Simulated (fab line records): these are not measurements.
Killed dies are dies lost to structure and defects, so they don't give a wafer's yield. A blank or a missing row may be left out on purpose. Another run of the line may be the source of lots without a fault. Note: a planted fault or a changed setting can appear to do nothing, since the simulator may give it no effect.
Which tool is to blame? | flow n5Finfet | 14 lots, 42 wafers sampled, at 3 steps of a route of 1938

== WHAT THE GAUGES READ, wafer by wafer ==
N5_BEOL_M6_OVL_MEAS_12. Usual: M6_OVL gives 0.4 nm (standard deviation 0.72).
lot  | measured     | on         | M6_OVL (nm)    | flag
L363 | day 9 08:06  | overlay-02 | -0.9 0.6 0.8   | 
L362 | day 9 10:32  | overlay-01 | 0.3 1.6 0.7    | 
L365 | day 10 00:47 | overlay-02 | -1.8 -0.1 -0.5 | 
L366 | day 10 06:15 | overlay-01 | -0.5 -0.4 -1.0 | 
L375 | day 12 16:43 | overlay-01 | - - -          | OFF
L378 | day 12 16:53 | overlay-01 | 1.2 1.4 1.4    | 
L376 | day 12 23:56 | overlay-02 | - - -          | OFF
L377 | day 13 05:47 | overlay-02 | 0.6 0.6 1.3    | 
L379 | day 13 08:07 | overlay-01 | 1.0 1.4 1.1    | 
L380 | day 13 08:36 | overlay-01 | 0.1 0.5 0.1    | 
L381 | day 13 13:08 | overlay-02 | 0.1 0.0 -0.4   | 
L382 | day 14 04:39 | overlay-01 | 0.3 0.7 0.9    | 
L383 | day 14 14:16 | overlay-02 | 0.0 0.8 -0.9   | 
L384 | day 14 22:34 | overlay-01 | -0.1 0.1 0.2   | 

== WHAT TOOL EACH LOT RAN ON (gives the tool, then ch and the chambers of the sampled wafers, and finally the start) ==
lot  | N5_BEOL_M5_CMP_52             | N5_BEOL_M6_DEVELOP_10
L363 | cmp-01 ch 1,2,3, day 9 05:28  | lithoTrack-02 ch 0, day 9 08:01
L362 | cmp-01 ch 0,3, day 9 07:56    | lithoTrack-04 ch 0, day 9 10:27
L365 | cmp-01 ch 0,1, day 9 21:11    | lithoTrack-03 ch 0, day 10 00:42
L366 | cmp-02 ch 0,1,2, day 10 04:02 | lithoTrack-04 ch 0, day 10 06:10
L375 | cmp-02 ch 0,2,3, day 12 12:37 | lithoTrack-04, day 12 16:38
L378 | cmp-01 ch 1,2, day 12 13:45   | lithoTrack-03 ch 0, day 12 16:47
L376 | cmp-01 ch 0,3, day 12 20:52   | lithoTrack-04, day 12 23:50
L377 | cmp-02 ch 1,2,3, day 13 01:51 | lithoTrack-03 ch 0, day 13 05:41
L379 | cmp-02 ch 0,2,3, day 13 05:18 | lithoTrack-04 ch 0, day 13 08:01
L380 | cmp-03 ch 0,1,3, day 13 05:40 | lithoTrack-04 ch 0, day 13 08:31
L381 | cmp-02 ch 0,1,2, day 13 09:38 | lithoTrack-03 ch 0, day 13 13:03
L382 | cmp-03 ch 0,2,3, day 14 00:43 | lithoTrack-03 ch 0, day 14 04:34
L383 | cmp-03 ch 0,2,3, day 14 11:14 | lithoTrack-04 ch 0, day 14 14:10
L384 | cmp-02 ch 2,3, day 14 18:47   | lithoTrack-03 ch 0, day 14 22:29
- N5_BEOL_M5_CMP_52: polishes, stops on SiCOH lowk, t overpolish 6.9 s, target thk 62 nm.
- N5_BEOL_M6_DEVELOP_10: develop time 30 s.

== WHAT THE TOOLS THEMSELVES READ (means of the sampled wafers that have a number; where no wafer has one, the mark that the record gives instead) ==
N5_BEOL_M5_CMP_52. Usual: barrierFieldEndpointS 24.8 s, standard deviation 0.65; motorCurrentA 6.4 A, standard deviation 0.46; overpolishRunS 6.901 s, standard deviation 0.0094; retainingRingPressureFrac 1.000, standard deviation 0.005; timeToEndpointS 63 s, standard deviation 3.5.
lot  | tool   | barrierFieldEndpointS (s) | motorCurrentA (A) | overpolishRunS (s) | retainingRingPressureFrac | timeToEndpointS (s) | flag
L363 | cmp-01 | 24.4                      | 6.2               | 6.910              | 1.001                     | 64                  | 
L362 | cmp-01 | 25.5                      | 6.1               | 6.896              | 0.997                     | 70                  | 
L365 | cmp-01 | 25.2                      | 6.0               | 6.898              | 1.002                     | 65                  | 
L366 | cmp-02 | 24.2                      | 6.7               | 6.898              | 1.005                     | 61                  | 
L375 | cmp-02 | 25.8                      | 6.5               | 6.899              | 0.998                     | 68                  | 
L378 | cmp-01 | 24.0                      | 6.3               | 6.901              | 1.002                     | 60                  | 
L376 | cmp-01 | 24.7                      | 6.0               | 6.901              | 1.004                     | 61                  | 
L377 | cmp-02 | 24.9                      | 6.8               | 6.901              | 0.993                     | 62                  | 
L379 | cmp-02 | 24.8                      | 6.5               | 6.896              | 1.001                     | 63                  | 
L380 | cmp-03 | 25.6                      | 6.3               | 6.899              | 1.001                     | 62                  | 
L381 | cmp-02 | 24.9                      | 6.6               | 6.900              | 0.999                     | 64                  | 
L382 | cmp-03 | 25.3                      | 6.2               | 6.898              | 0.998                     | 62                  | 
L383 | cmp-03 | 24.9                      | 6.4               | 6.898              | 1.001                     | 66                  | 
L384 | cmp-02 | 24.5                      | 6.7               | 6.892              | 1.002                     | 60                  | 

N5_BEOL_M6_DEVELOP_10. Usual: chillPlateTempC 22.99 C, standard deviation 0.11.
lot  | tool          | chillPlateTempC (C) | flag
L363 | lithoTrack-02 | 23.01               | 
L362 | lithoTrack-04 | 23.07               | 
L365 | lithoTrack-03 | 22.96               | 
L366 | lithoTrack-04 | 23.16               | 
L375 | lithoTrack-04 | -                   | OFF
L378 | lithoTrack-03 | 23.20               | 
L376 | lithoTrack-04 | -                   | OFF
L377 | lithoTrack-03 | 23.04               | 
L379 | lithoTrack-04 | 23.05               | 
L380 | lithoTrack-04 | 22.83               | 
L381 | lithoTrack-03 | 22.88               | 
L382 | lithoTrack-03 | 23.03               | 
L383 | lithoTrack-04 | 22.90               | 
L384 | lithoTrack-03 | 22.92               | 

== THE ANSWER, worked out from the rows above alone ==
Rule: a lot is off if the mean of its wafers that have a number lies more than 3 standard deviations from the usual mean. Also off: a lot with no number at a reading for which 4 or more lots have one. Any other lot the step has rows for is counted as sound. After the gauges, taken in route order, come the tools' own readings; for these a lot's mean is taken, as printed above. The first step at which some lot is off is used, and at that step the reading that is off furthest; a lot without a number counts as furthest.
Off: L375, L376, seen at N5_BEOL_M6_OVL_MEAS_12 (M6_OVL). Without a number there: L375, L376.
If a tool, at a process step before that reading, ran all the lots that are off and no sound lot after the first of them, it fits. The gauges at N5_BEOL_M6_OVL_MEAS_12 aren't tried: what is off there is off at N5_BEOL_M6_DEVELOP_10 too, on other tools, and a gauge's error can't cause that. None of those tried fits.

== WHAT THE SIMULATOR HAD PUT IN ==
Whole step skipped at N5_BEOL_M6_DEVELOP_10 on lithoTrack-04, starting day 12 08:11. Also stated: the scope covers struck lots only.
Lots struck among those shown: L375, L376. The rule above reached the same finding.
